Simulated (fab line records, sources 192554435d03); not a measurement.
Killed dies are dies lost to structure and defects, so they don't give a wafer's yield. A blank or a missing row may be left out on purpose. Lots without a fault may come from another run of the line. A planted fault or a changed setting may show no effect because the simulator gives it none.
Split-lot experiment | flow n5_finfet | 7 lots, 39 wafers read, on a route of 1938 steps

THE SPLIT
At N5_HKMG_FIN_EXPOSE_09 (exposes mask NWFM), the setting dose_mj was moved away from the recipe's 39.25 on 15 of the 39 wafers read, by +2.0% to +6.6%. The other wafers ran this setting at the recipe's value.

FROM THE SPLIT TO THE READING: what the file shows between them, 2 steps
- N5_HKMG_FIN_PEB_10: peb time 60 s
- N5_HKMG_FIN_DEVELOP_11: develop time 30 s

THE READING
cd_nm, in nm, at N5_HKMG_FIN_CD_MEAS_12 (target cd 92.8 nm). Fault-free wafers of this fab line usually give 93.0 nm, standard deviation 0.6 nm.

wafer  | tool, chamber at the split | dose_mj as run | against the recipe | cd_nm, nm | against lot-mates on the recipe
L081.1 | arfi_scanner-01, 0         | 41.83          | +6.6%              | 96.9      | +4.3
L081.2 | arfi_scanner-01, 0         | 41.83          | +6.6%              | 96.5      | +3.9
L081.3 | arfi_scanner-01, 0         | 41.83          | +6.6%              | 97.5      | +4.9
L081.4 | arfi_scanner-01, 0         | 39.25          | recipe             | 93.1      | -
L081.5 | arfi_scanner-01, 0         | 39.25          | recipe             | 92.8      | -
L081.6 | arfi_scanner-01, 0         | 39.25          | recipe             | 92.0      | -
L082.1 | arfi_scanner-01, 0         | 39.25          | recipe             | 93.5      | -
L082.2 | arfi_scanner-01, 0         | 39.25          | recipe             | 92.1      | -
L082.3 | arfi_scanner-01, 0         | 40.17          | +2.3%              | 93.9      | +0.8
L082.4 | arfi_scanner-01, 0         | 39.25          | recipe             | 93.7      | -
L082.5 | arfi_scanner-01, 0         | 40.17          | +2.3%              | 95.0      | +1.9
L082.6 | arfi_scanner-01, 0         | 40.17          | +2.3%              | 94.2      | +1.1
L083.1 | arfi_scanner-02, 0         | 40.05          | +2.0%              | 94.8      | +0.8
L083.2 | arfi_scanner-02, 0         | 39.25          | recipe             | 93.2      | -
L083.3 | arfi_scanner-02, 0         | 39.25          | recipe             | 94.6      | -
L083.4 | arfi_scanner-02, 0         | 40.05          | +2.0%              | 95.1      | +1.1
L083.5 | arfi_scanner-02, 0         | 40.05          | +2.0%              | 95.5      | +1.5
L083.6 | arfi_scanner-02, 0         | 39.25          | recipe             | 94.2      | -
L086.4 | arfi_scanner-03, 0         | 39.25          | recipe             | 93.1      | -
L086.5 | arfi_scanner-03, 0         | 39.25          | recipe             | 93.6      | -
L086.6 | arfi_scanner-03, 0         | 39.25          | recipe             | 92.6      | -
L089.1 | arfi_scanner-03, 0         | 40.89          | +4.2%              | 95.7      | +2.1
L089.2 | arfi_scanner-03, 0         | 40.89          | +4.2%              | 95.6      | +2.0
L089.3 | arfi_scanner-03, 0         | 39.25          | recipe             | 93.1      | -
L089.4 | arfi_scanner-03, 0         | 39.25          | recipe             | 94.2      | -
L089.5 | arfi_scanner-03, 0         | 39.25          | recipe             | 93.4      | -
L089.6 | arfi_scanner-03, 0         | 40.89          | +4.2%              | 96.1      | +2.5
L094.1 | arfi_scanner-03, 0         | 39.25          | recipe             | 92.6      | -
L094.2 | arfi_scanner-03, 0         | 39.25          | recipe             | 92.7      | -
L094.3 | arfi_scanner-03, 0         | 39.25          | recipe             | 93.1      | -
L094.4 | arfi_scanner-03, 0         | 39.25          | recipe             | 92.5      | -
L094.5 | arfi_scanner-03, 0         | 39.25          | recipe             | 92.5      | -
L094.6 | arfi_scanner-03, 0         | 39.25          | recipe             | 93.1      | -
L096.1 | arfi_scanner-01, 0         | 39.25          | recipe             | 93.0      | -
L096.2 | arfi_scanner-01, 0         | 41.64          | +6.1%              | 96.3      | +2.9
L096.3 | arfi_scanner-01, 0         | 41.64          | +6.1%              | 97.2      | +3.8
L096.4 | arfi_scanner-01, 0         | 39.25          | recipe             | 94.1      | -
L096.5 | arfi_scanner-01, 0         | 39.25          | recipe             | 93.0      | -
L096.6 | arfi_scanner-01, 0         | 41.64          | +6.1%              | 96.0      | +2.6

THE FIT
A straight line over all 39 wafers: cd_nm changes by +0.579 nm for each +1% of dose_mj; r = +0.91; the points scatter about the line by 0.63 nm.
The same after taking each lot's own level away (the mean of its wafers on the recipe; 39 wafers): +0.583 nm for each +1%; r = +0.94; scatter 0.5 nm.
On that fit, the largest move of dose_mj shifts the reading by 3.8 nm.
The lots' own levels span 92.63 to 94.00 nm, that is 2.3 times the standard deviation above.
So the lot-to-lot level changes the slope little: the two slopes agree.
Check: with one of the wafers moved furthest among these (+6.6%) left out of the fit, the line predicts +3.74 nm for it against its lot-mates. It came out at +4.27 nm against them.

OTHER SPLITS ON THESE WAFERS
These wafers also went through other splits before the reading. Each is held against what the fit with the lots' levels taken away leaves over:
other split on the same wafers       | wafers away from the commonest value | r with cd_nm (lot level and that fit taken away)
N5_SD_EPI_N_EPI_21 epi_growth_time_s | 15                                   | +0.13
N5_HKMG_FIN_ETCH_58 bias_w           | 15                                   | +0.17

THE FILE'S OWN FIT
cd_nm changes by +0.579 nm for each +1% of dose_mj, r = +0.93.
